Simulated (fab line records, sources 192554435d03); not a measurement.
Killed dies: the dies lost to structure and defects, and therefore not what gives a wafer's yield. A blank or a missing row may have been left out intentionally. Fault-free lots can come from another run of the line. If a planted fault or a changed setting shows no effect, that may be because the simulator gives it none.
fab line records    flow n5_finfet
[record] lots = 5  wafers = 15  last_day = 17
route steps=1938 shown BEOL_M11@1570 BEOL_M12@1602 PASSIVATION@1936
lots that met no fault: taken from a fault-free run of the same line
start_h: hours from the record's opening day to when the first of the lot's shown wafers began    wait_h: hours elapsed since this lot's preceding step    " identical to the entry in the row above    L1.1+2: several wafers, shown together as one row    - no value, or no start given    * or withheld: withheld    < > ~ a bound
route shown NAME@n: a module of which the file shows steps, and the number in the route of the first    usual: mean and standard deviation over wafers with no fault    same: alike in all rows    chamber/n: place in a boat    sites: per-site readings    _std_site: the standard deviation of these    _edge_site: inner sites' mean taken away from outer sites' mean    radius_mm: for every site, how far away it sits from the centre of the wafer    mask NAME#n: copy n    behind: tool/chamber where the wafer was last shaped    hold: cause of the lot's hold/its duration in hours/its outcome    device: transistor that didn't switch, given as n, p or np    end of line: tests run on the same wafers once the route is complete    where a step has no rows: the recipe by itself    killed: dies that structure and defects cost at the first sort, which is not the same as the wafer's yield    map: the dies of a wafer, with x for killed, . for not killed, _ for no die there
set.NAME: the setting that was run; set.NAME@STEP: the one run at that earlier step    model.NAME: the simulator's own value behind a step, which no gauge read
lots at some steps of the route; a table a step, a row a wafer
services: when a tool's chamber went out of use (start_h, in hours from the record's first day, below 0 if earlier), for how many hours, and the reason
[[steps]]
[step N5_BEOL_M11_INSPECT_30]
[recipe] mode = adi  inspect_instrument = brightfield
[usual] raw_defect_count = 377/89
lot.wafer  tool               chamber  start_h  wait_h  raw_defect_count
L539.3     defect_inspect-02  -        235.86   0.0     315
L539.4     "                  -        "        "       291
L539.6     "                  -        "        "       364
L542.2     defect_inspect-01  -        263.06   0.0     426
L542.3     "                  -        "        "       404
L542.6     "                  -        "        "       279
L555.3     defect_inspect-02  -        349.84   0.0     272
L555.4     "                  -        "        "       293
L555.6     "                  -        "        "       304
L560.2     defect_inspect-01  -        366.24   0.0     288
L560.3     "                  -        "        "       342
L560.5     "                  -        "        "       260
L559.1     defect_inspect-01  -        366.65   0.0     550
L559.3     "                  -        "        "       573
L559.4     "                  -        "        "       645
[step N5_BEOL_M11_DESCUM_33]
[recipe] chemistry = O2  time_s = 7.9  source_power_w = 50  bias_power_w = 20  pressure_mtorr = 20  rf_frequency_hz = 2.712e+07  temp_c = 40  resist = CAR-ArF  o2_flow_sccm = 225
[usual] drypump_motor_current_A = 5.7/0.39  o2_flow_sccm = 225.0/0.68  oes_product_au = 0.80/0.067  rf_vpp_V = 243.8/1.5  showerhead_plenum_p_Torr = 2.13/0.08  temp_c = 40.01/0.11  throttle_valve_pct = 20.39/0.2
lot.wafer  tool         chamber  start_h  wait_h  drypump_motor_current_A  o2_flow_sccm  oes_product_au  rf_hours_counter_h  rf_vpp_V  showerhead_plenum_p_Torr  temp_c  throttle_valve_pct
L539.3     rie_diel-04  1        236.22   0.4     5.9                      224.9         0.83            67                  244.7     2.21                      40.06   20.49
L539.4     "            3        "        "       5.7                      225.0         0.91            -                   243.7     2.25                      39.74   20.38
L539.6     "            1        "        "       5.8                      225.0         0.83            -                   245.3     2.21                      40.19   20.49
L542.2     rie_diel-01  1        263.09   0.0     6.3                      223.9         0.81            92                  240.7     2.01                      40.16   20.11
L542.3     "            3        "        "       6.0                      225.4         0.76            180                 242.9     2.08                      40.06   20.34
L542.6     "            1        "        "       6.3                      224.4         0.81            -                   242.7     2.01                      40.05   20.10
L555.3     rie_diel-01  0        349.87   0.0     6.0                      224.9         0.70            237                 244.1     2.15                      39.85   20.50
L555.4     "            2        "        "       5.2                      225.4         0.75            157                 242.3     2.02                      39.99   20.68
L555.6     "            1        "        "       6.4                      224.7         0.79            -                   240.9     2.00                      40.00   20.13
L560.2     rie_diel-01  3        366.27   0.0     6.0                      224.8         0.72            213                 241.4     2.07                      40.10   20.38
L560.3     "            2        "        "       5.2                      226.3         0.75            162                 242.4     2.02                      40.16   20.69
L560.5     "            3        "        "       6.0                      224.4         0.73            -                   242.8     2.07                      39.92   20.40
L559.1     rie_diel-01  2        366.80   0.1     5.1                      225.5         0.75            163                 242.6     2.02                      40.11   20.67
L559.3     "            0        "        "       6.0                      225.6         0.69            242                 245.5     2.15                      39.92   20.52
L559.4     "            1        "        "       6.3                      223.8         0.78            126                 242.5     2.00                      40.00   20.16
[step N5_BEOL_M11_ETCH_65]
[recipe] chemistry = CF4  target = SiARC  target_depth_a = 390  mask_material = CAR-ArF  time_s = 65  ion_energy_ev = 80  pressure_mtorr = 40  source_w = 545  bias_w = 36  Ar_flow_sccm = 100  cf4_flow_sccm = 100  ends = cleared
[step N5_BEOL_M11_ETCH_66]
[recipe] chemistry = N2/H2  target = SOC  target_depth_a = 1200  overetch_a = 240  mask_material = SiARC  temp_c = 40  time_s = 180  ion_energy_ev = 200  pressure_mtorr = 30  source_w = 840  bias_w = 150  n2_flow_sccm = 200  h2_flow_sccm = 200
[step N5_BEOL_M11_STRIP_69]
[recipe] chemistry = N2/H2  temp_c = 40  n2_flow_sccm = 200  h2_flow_sccm = 200  rf_frequency_hz = 6e+07
[step N5_BEOL_M11_VIA_ETCH_34]
[recipe] chemistry = C4F6/O2  target = SiCOH_lowk  target_depth_a = 1845  mask_material = SOC  taper_deg = 4  time_s = 69.2  ion_energy_ev = 250  pressure_mtorr = 30  source_w = 345  bias_w = 185  Ar_flow_sccm = 300  C4F6_flow_sccm = 10  O2_flow_sccm = 10
[usual] drypump_motor_current_A = 5.7/0.39  oes_product_au = 0.79/0.066  rf_vpp_V = 663/13  showerhead_plenum_p_Torr = 2.89/0.093  throttle_valve_pct = 20.86/0.18
lot.wafer  tool         chamber  start_h  wait_h  drypump_motor_current_A  oes_product_au  rf_hours_counter_h  rf_vpp_V  showerhead_plenum_p_Torr  throttle_valve_pct
L539.3     rie_diel-04  1        236.43   0.0     5.8                      0.84            67                  666       2.99                      20.91
L539.4     "            3        "        "       5.7                      0.91            -                   673       3.02                      20.70
L539.6     "            1        "        "       5.9                      0.83            -                   667       2.99                      20.91
L542.2     rie_diel-01  1        263.30   0.0     6.4                      0.79            92                  649       2.77                      20.69
L542.3     "            3        "        "       6.0                      0.75            180                 662       2.86                      20.91
L542.6     "            1        "        "       6.4                      0.81            -                   648       2.77                      20.70
L555.3     rie_diel-01  0        350.08   0.0     6.1                      0.69            237                 666       2.91                      20.86
L555.4     "            2        "        "       5.2                      0.75            157                 652       2.75                      21.13
L555.6     "            1        "        "       6.3                      0.77            -                   647       2.76                      20.74
L560.2     rie_diel-01  3        366.48   0.0     6.0                      0.72            213                 661       2.84                      20.97
L560.3     "            2        "        "       5.1                      0.75            163                 651       2.75                      21.16
L560.5     "            3        "        "       6.0                      0.72            -                   662       2.84                      20.98
L559.1     rie_diel-01  2        367.01   0.0     5.2                      0.75            163                 652       2.75                      21.14
L559.3     "            0        "        "       6.1                      0.69            242                 667       2.90                      20.85
L559.4     "            1        "        "       6.3                      0.76            126                 649       2.75                      20.74
[step N5_BEOL_M11_STRIP_73]
[recipe] chemistry = C4F6/O2  resist = SiARC  rf_frequency_hz = 6e+07
[step N5_BEOL_M11_STRIP_36]
[recipe] chemistry = N2/H2  power_w = 450  temp_c = 40  pressure_mtorr = 20  rf_frequency_hz = 6e+07  overash_fraction = 0.3  bias_power_w = 7  h2_frac = 0.5  n2_flow_sccm = 200  h2_flow_sccm = 200
[step N5_BEOL_M11_TRENCH_ETCH_37]
[recipe] chemistry = C4F6/O2  target_depth_a = 1488.3  target = SiCOH_lowk  time_s = 48  ion_energy_ev = 250  pressure_mtorr = 30  source_w = 345  bias_w = 185  Ar_flow_sccm = 300  C4F6_flow_sccm = 10  O2_flow_sccm = 10
[step N5_BEOL_M11_ETCH_41]
[recipe] chemistry = CH3F/O2  target = SiCN  target_depth_a = 426  taper_deg = 2  time_s = 86  ion_energy_ev = 120  mask_material = TiN  pressure_mtorr = 30  source_w = 395  bias_w = 75  Ar_flow_sccm = 150  CH3F_flow_sccm = 30  O2_flow_sccm = 20
[step N5_BEOL_M11_STRIP_77]
[recipe] chemistry = N2/H2  time_s = 10  power_w = 450  temp_c = 40  pressure_mtorr = 20  rf_frequency_hz = 6e+07  bias_power_w = 7  n2_flow_sccm = 200  h2_flow_sccm = 200
[step N5_BEOL_M11_OCD_MEAS_38]
[usual] trench_depth_nm = 149.5/2
lot.wafer  tool    chamber  start_h  wait_h  trench_depth_nm
L539.3     ocd-02  -        236.71   -       150.1
L539.4     "       -        "        "       151.2
L539.6     "       -        "        "       149.2
L542.2     ocd-02  -        263.59   -       148.9
L542.3     "       -        "        "       146.8
L542.6     "       -        "        "       149.6
L555.3     ocd-02  -        350.38   -       147.7
L555.4     "       -        "        "       147.2
L555.6     "       -        "        "       147.3
L560.2     ocd-01  -        366.76   -       147.8
L560.3     "       -        "        "       149.1
L560.5     "       -        "        "       148.6
L559.1     ocd-01  -        367.29   -       146.8
L559.3     "       -        "        "       149.4
L559.4     "       -        "        "       147.7
[step N5_BEOL_M11_HM_STRIP_39]
[recipe] chemistry = peroxide_tin_strip  material = TiN  target_depth_a = 250  temp_c = 50  time_s = 158
[usual] bath_heat_duty_pct = 7.2/0.9  temp_c = 49.99/0.12
lot.wafer  tool          chamber  start_h  wait_h  bath_heat_duty_pct  temp_c
L539.3     wet_bench-02  7        236.74   0.0     7.6                 50.13
L539.4     "             4        "        "       7.7                 49.99
L539.6     "             3        "        "       7.3                 50.16
L542.2     wet_bench-03  4        263.62   0.0     8.3                 50.09
L542.3     "             2        "        "       8.2                 50.18
L542.6     "             7        "        "       7.4                 50.11
L555.3     wet_bench-02  4        350.41   0.0     8.8                 50.06
L555.4     "             3        "        "       7.0                 49.95
L555.6     "             0        "        "       8.4                 49.94
L560.2     wet_bench-03  1        366.79   0.0     6.1                 50.08
L560.3     "             7        "        "       6.7                 50.15
L560.5     "             3        "        "       7.3                 50.02
L559.1     wet_bench-04  4        367.32   0.0     7.3                 50.07
L559.3     "             6        "        "       7.0                 49.86
L559.4     "             5        "        "       6.4                 49.81
[step N5_BEOL_M11_SRD_40]
[recipe] time_s = 30  temp_c = 23  rinse_liquid = diw  dry = ipa_marangoni
[step N5_BEOL_M11_PRECLEAN_42]
[recipe] chemistry = residue_remover  time_s = 60  temp_c = 40
[step N5_BEOL_M11_SRD_43]
[recipe] time_s = 30  temp_c = 23  rinse_liquid = diw  dry = ipa_marangoni
[step N5_BEOL_M11_CD_MEAS_35]
[recipe] target_cd_nm = 70  polarity = opening
[usual] cd_nm = 70.0/0.62
lot.wafer  tool       chamber  start_h  wait_h  cd_nm
L539.3     cd_sem-01  -        236.87   0.0     70.5
L539.4     "          -        "        "       70.0
L539.6     "          -        "        "       69.7
L542.2     cd_sem-02  -        263.74   0.0     70.7
L542.3     "          -        "        "       69.3
L542.6     "          -        "        "       70.1
L555.3     cd_sem-03  -        350.53   0.0     69.2
L555.4     "          -        "        "       69.5
L555.6     "          -        "        "       69.7
L560.2     cd_sem-02  -        366.93   0.0     69.0
L560.3     "          -        "        "       69.4
L560.5     "          -        "        "       69.9
L559.1     cd_sem-03  -        367.44   0.0     69.7
L559.3     "          -        "        "       69.8
L559.4     "          -        "        "       70.3
[step N5_BEOL_M11_CURE_72]
[recipe] temp_c = 370  time_s = 120  ambient = DMADMS/He  material = SiCOH_lowk
[usual] lamp_power_pct = 52.31/0.054  wafer_temp_C_max = 371.7/0.52
lot.wafer  tool        chamber  start_h  wait_h  lamp_power_pct  wafer_temp_C_max
L539.3     uv_cure-01  1        237.30   0.4     52.36           371.2
L539.4     "           1        "        "       52.26           371.9
L539.6     "           1        "        "       52.37           371.9
L542.2     uv_cure-02  1        263.83   0.1     52.20           371.4
L542.3     "           1        "        "       52.32           371.8
L542.6     "           1        "        "       52.36           371.5
L555.3     uv_cure-02  2        350.80   0.3     52.22           371.0
L555.4     "           2        "        "       52.27           370.8
L555.6     "           2        "        "       52.31           371.5
L560.2     uv_cure-01  0        367.02   0.1     52.31           372.6
L560.3     "           0        "        "       52.32           373.3
L560.5     "           0        "        "       52.27           372.3
L559.1     uv_cure-01  1        367.57   0.1     52.30           370.9
L559.3     "           1        "        "       52.30           371.7
L559.4     "           1        "        "       52.29           370.8
[step N5_BEOL_M11_DEGAS_44]
[recipe] ambient = vacuum  temp_c = 250  time_s = 60
[step N5_BEOL_M11_PRE_CLEAN_45]
[recipe] gas = H2/He  time_s = 30  temp_c = 250
[step N5_BEOL_M11_ALD_74]
[recipe] material = TaN  target_thk_a = 20  temp_c = 275  ald_precursor_family = PDMAT  ald_co_reactant = NH3  pressure_torr = 3  carrier_flow_sccm = 1500  pulse_time_s = 2  purge_time_s = 3  co_reactant_purge_time_s = 2  co_reactant_pulse_time_s = 3  ald_cycles = 40  precursor_vessel_temp_c = 75  precursor_vessel_pressure_torr = 26.25  precursor_vessel_carrier_sccm = 1000
[step N5_BEOL_M11_SURFACE_TREAT_76]
[recipe] gas = Ar  time_s = *  ion_energy_ev = *  ion_current_ma_cm2 = 0.5  pressure_mtorr = *  ar_flow_sccm = 30
[usual] throttle_valve_pct = *
lot.wafer  tool            chamber  start_h  wait_h  throttle_valve_pct
L539.3     pvd_sputter-03  -        238.21   0.2     *
L539.4     "               -        "        "       *
L539.6     "               -        "        "       *
L542.2     pvd_sputter-02  -        265.36   0.2     *
L542.3     "               -        "        "       *
L542.6     "               -        "        "       *
L555.3     pvd_sputter-03  -        351.81   0.2     *
L555.4     "               -        "        "       *
L555.6     "               -        "        "       *
L560.2     pvd_sputter-03  -        368.02   0.4     *
L560.3     "               -        "        "       *
L560.5     "               -        "        "       *
L559.1     pvd_sputter-01  -        370.12   1.8     *
L559.3     "               -        "        "       *
L559.4     "               -        "        "       *
[step N5_BEOL_M11_CVD_75]
[recipe] material = Co  target_thk_a = 20  temp_c = withheld  precursor = CCTBA/H2  pressure_torr = 30  time_s = 138.9
[step N5_BEOL_M11_SPUTTER_48]
[recipe] material = Cu  target_thk_a = 120  temp_c = -20  bias_v = 60  power_w = 26000  chamber_pressure_pa = 0.13  time_s = 2
[usual] chamber_pressure_pa = 0.13/0.00027  substrate_temp_c = -20.01/0.12  throttle_valve_pct = 30.1/0.63
lot.wafer  tool            chamber  start_h  wait_h  chamber_pressure_pa  substrate_temp_c  throttle_valve_pct
L539.3     pvd_sputter-03  -        238.95   0.5     0.12958              -19.98            30.6
L539.4     "               -        "        "       0.13009              -20.04            28.7
L539.6     "               -        "        "       0.12986              -19.70            30.0
L542.2     pvd_sputter-02  -        265.84   0.2     0.12973              -19.73            29.2
L542.3     "               -        "        "       0.12997              -20.04            29.9
L542.6     "               -        "        "       0.12979              -19.90            30.0
L555.3     pvd_sputter-02  -        352.34   0.3     0.13029              -20.04            30.1
L555.4     "               -        "        "       0.1304               -20.20            29.2
L555.6     "               -        "        "       0.1299               -20.15            30.1
L560.2     pvd_sputter-02  -        368.48   0.3     0.13029              -19.83            30.3
L560.3     "               -        "        "       0.12982              -20.23            29.0
L560.5     "               -        "        "       0.1296               -20.02            31.1
L559.1     pvd_sputter-01  -        370.36   0.1     0.13027              -19.86            29.5
L559.3     "               -        "        "       0.13011              -20.02            30.6
L559.4     "               -        "        "       0.12972              -19.91            30.1
[step N5_BEOL_M11_ECD_50]
[recipe] material = Cu  target_thk_a = 3180
[step N5_BEOL_M11_ANNEAL_51]
[recipe] temp_c = 225  time_s = 90  ambient = N2
[step N5_BEOL_M11_CMP_52]
[recipe] stop_on = SiCOH_lowk  t_overpolish_s = 7  down_force_psi = 1  platen_rpm = 50  clearing_platen_down_force_psi = 1.5  clearing_platen_rpm = 50  post_cmp_clean = cu_alkaline  target_thk_nm = 140  clearing_platen_pad_velocity_m_s = 0.99484  pad_velocity_m_s = 0.99484
[step N5_BEOL_M11_THK_MEAS_53]
[recipe] thk_meas_gauge = xrf  reads = Cu_of_BEOL_M11_ECD_50
[usual] M11_THK = 139.4/2.7
lot.wafer  tool           chamber  start_h  wait_h  M11_THK[nm]
L539.3     film_metro-02  -        240.03   -       139.3
L539.4     "              -        "        "       143.7
L539.6     "              -        "        "       138.9
L542.2     film_metro-02  -        266.66   -       139.4
L542.3     "              -        "        "       137.0
L542.6     "              -        "        "       142.5
L555.3     film_metro-02  -        353.34   -       136.7
L555.4     "              -        "        "       136.6
L555.6     "              -        "        "       135.1
L560.2     film_metro-02  -        369.48   -       137.4
L560.3     "              -        "        "       138.0
L560.5     "              -        "        "       139.0
L559.1     film_metro-01  -        371.27   -       135.2
L559.3     "              -        "        "       137.3
L559.4     "              -        "        "       135.4
[step N5_BEOL_M11_PRE_CLEAN_55]
[recipe] gas = NH3  time_s = 15  temp_c = withheld  rf_power_w = 300
[step N5_BEOL_M11_DEP_56]
[recipe] material = SiCN  target_thk_a = 300  temp_c = withheld  precursor = 3MS/NH3  pressure_torr = 3  rf_w = 675  time_s = 10.5
[step N5_BEOL_M11_RS_MEAS_57]
[recipe] thk_meas_gauge = four-point-probe  reads = Cu_of_BEOL_M11_ECD_50+Co_of_BEOL_M11_CVD_75+TaN_of_BEOL_M11_ALD_74
[usual] M11_RS = 0.1507/0.0029
lot.wafer  tool           chamber  start_h  wait_h  M11_RS[ohm/sq]
L539.3     film_metro-02  -        240.16   0.0     0.1508
L539.4     "              -        "        "       0.1459
L539.6     "              -        "        "       0.1516
L542.2     film_metro-02  -        266.79   0.0     0.1518
L542.3     "              -        "        "       0.1547
L542.6     "              -        "        "       0.1486
L555.3     film_metro-01  -        353.47   0.0     0.1554
L555.4     "              -        "        "       0.1552
L555.6     "              -        "        "       0.1562
L560.2     film_metro-01  -        369.61   0.0     0.1520
L560.3     "              -        "        "       0.1518
L560.5     "              -        "        "       0.1506
L559.1     film_metro-01  -        371.39   0.0     0.1540
L559.3     "              -        "        "       0.1517
L559.4     "              -        "        "       0.1529
[step N5_BEOL_M12_ILD_DEP_00]
[recipe] material = SiOC  target_thk_a = 6589.2  temp_c = 350  precursor = DEMS/O2  pressure_torr = 5  rf_w = 500  time_s = 130.7
[step N5_BEOL_M12_THK_MEAS_01]
[recipe] reads = SiOC_of_BEOL_M12_ILD_DEP_00
[usual] M12_ILD_THK = 660/8.6
lot.wafer  tool           chamber  start_h  wait_h  M12_ILD_THK[nm]
L539.3     film_metro-01  -        240.35   0.1     649
L539.4     "              -        "        "       659
L539.6     "              -        "        "       657
L542.2     film_metro-02  -        266.98   0.1     648
L542.3     "              -        "        "       657
L542.6     "              -        "        "       672
L555.3     film_metro-01  -        353.66   0.1     655
L555.4     "              -        "        "       664
L555.6     "              -        "        "       654
L560.2     film_metro-01  -        369.80   0.1     662
L560.3     "              -        "        "       659
L560.5     "              -        "        "       663
L559.1     film_metro-02  -        371.59   0.1     664
L559.3     "              -        "        "       658
L559.4     "              -        "        "       671
[step N5_BEOL_M12_COAT_58]
[recipe] resist = BARC  temp_c = 205  time_s = 60  spin_rpm = 1500  resist_thk_nm = 89
[step N5_BEOL_M12_COAT_04]
[recipe] spin_rpm = 1625  resist_thk_nm = 400
[step N5_BEOL_M12_EBR_06]
[recipe] solvent = PGMEA  ebr_width_mm = 1.5
[step N5_BEOL_M12_SOFTBAKE_05]
[recipe] temp_c = 130  time_s = 60
[step N5_BEOL_M12_EXPOSE_07]
[recipe] mask_id = V11  na = 0.93  source_shape = conventional  sigma_outer = 0.6  polarization = unpolarized  attpsm_phase_deg = 180  dose_mj = 32.5
[step N5_BEOL_M12_PEB_08]
[recipe] peb_temp_c = 130  peb_time_s = 90
[step N5_BEOL_M12_DEVELOP_09]
[recipe] develop_time_s = 45  rinse_liquid = diw  dry = air_spin  dev_temp_c = 21
[step N5_BEOL_M12_HARDBAKE_14]
[recipe] temp_c = 130  time_s = 120
[step N5_PASSIVATION_PROBE_49]
[usual] defect_limited_yield = 91.4/1.5  killed_at_M0_to_M3 = 34/12  killed_at_M4_up = 12/4.9  killed_at_contacts = 13/7.2  killed_at_front_end = 39/12  killed_at_other = 3.7/2.9  killed_dies = 101/18  killed_on_rim = 13/4  killed_open = 67/14  killed_short = 33/7.2  sort_bin_4_leakage = 0.00/0.022  sort_bin_5_function = 5.1/0.97  sort_bin_6_memory = 3.2/0.67  sort_n_pass = 1079/17  sort_yield_pct = 91.4/1.5
[same] gross_dies = 1180  killed_at_back_side = 0  sort_bin_8_speed[%] = 0
lot.wafer  tool       chamber  start_h  wait_h  defect_limited_yield[%]  killed_at_M0_to_M3  killed_at_M4_up  killed_at_contacts  killed_at_front_end  killed_at_other  killed_dies  killed_on_rim  killed_open  killed_short  sort_bin_4_leakage[%]  sort_bin_5_function[%]  sort_bin_6_memory[%]  sort_n_pass  sort_yield_pct[%]
L542.3     prober-02  -        309.96   0.1     88.9                     28                  74               11                  18                   0                131          26             41           27            0                      7.3                     2.3                   1049         88.9
// killed by level:class
L542.3 BEOL_M11:unspecified=63 MOL_CONTACT_COAG:geometric_particle:open=7 BEOL_M0_SAQP:geometric_particle:short=7 BEOL_M2:geometric_particle:open=7 FIN_SAQP:geometric_particle:short=6 MOL_CONTACT_COAG:geometric_particle:short=4 BEOL_M0_SAQP:geometric_particle:open=4 BEOL_M4:geometric_particle:open=4
// map L542.3 (x killed, . not)
_________________............________________
______________x...........xx...._____________
___________........................__________
__________.x.x....................x._________
________.....x.x.........x.x.......x.._______
_______.......x..x...........x.........______
______..............................x.x._____
_____...x....x.................x.........____
____......x........................x......___
___........x...........................x...__
___......x.......x........x.....x..........__
__..x....x......................x..........._
__....x.................x..................._
_.x...................x.....x...........x....
_............................................
_..................x.......x.......x.x.......
_....x................x......................
_.......................................x....
_...........x............................x.x.
_.......x.............................xx.....
_...........................x.x....xx.xxxxxxx
__x.................................xxxxxxxx_
__...........................x......xxxxxxxx_
___......x.........................x.xxxxxx__
___..........x......................xxxxxxx__
____...........x.....x............xxxxxxxx___
_____x....................x........xxxxxx____
______....x.....x..........x...x..x.xxxx_____
_______..x...x.......x...............xx______
________.......................xx....x_______
__________.........................._________
___________....................x...__________
______________....x............._____________
_________________............________________
// map L560.5 (x killed, . not)
_________________x..xx.....x.________________
______________.....x..x.....xx.._____________
___________...............x.......x__________
__________.................x.xx....._________
________..x..........x................_______
_______...x........xx.............x....______
______x....x...x..x..................x.._____
_____.....x.........................x....____
____...........x....x................x....___
___.........x..x........x..................__
___.......x....x..x.....x..................__
__.....x...x.x......x......................._
__...............x...x....x........x.....x.._
_...x......................x.........x.......
_..x.x.....x..x.......................x......
_.....x............xx..x.......x...x.x.......
_......x......x..x...........................
_...........x......x..x.x..........x.........
_.........x.x...x....x............x..........
_.....x......x........x......................
_.x..................................x......x
__...........x.............................._
__......x......x.......x....x..............._
___.....x.x...x........x................x..__
___...............x...........x............__
____...x..................................___
_____........x.x.................x.......____
______..x.............x................._____
_______.....x...x.............x...x....______
________....x....................x...._______
__________.......x...x.............._________
___________.....x..........x.......__________
______________...x.x..x........x_____________
_________________....x.......________________
[[services]]
tool          chamber  start_h  hours  kind
uv_cure-01    -        222.97   2.1    pm
wet_bench-04  -        227.34   4.4    pm
uv_cure-02    -        232.28   6.0    pm
rie_diel-04   2        233.69   4.1    repair
rie_diel-04   2        252.40   19.3   repair
uv_cure-01    -        288.41   7.5    pm
wet_bench-03  -        300.22   4.4    pm
rie_diel-01   2        332.04   7.0    repair
rie_diel-04   0        346.38   11.2   repair
[[key]]
[first_sign] step = N5_PASSIVATION_PROBE_49  reading = killed_at_M4_up  direction = up  sigmas = 13  usual = 12  struck = 74
[effect] step = N5_PASSIVATION_PROBE_49  reading = killed_on_rim  direction = up  sigmas = 3.3  usual = 13  struck = 26
[more_kills_born_at] N5_BEOL_M11_HM_STRIP_39@wet_bench-03 = 63
met_at N5_BEOL_M11_HM_STRIP_39
struck_wafers L542.3
[fault] kind = chamber_particle_source  tool = wet_bench-03  chamber = 2  onset_h = 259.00  steps = N5_BEOL_M11_HM_STRIP_39  rate_per_visit_cm2 = 0.89252  end_h = 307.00
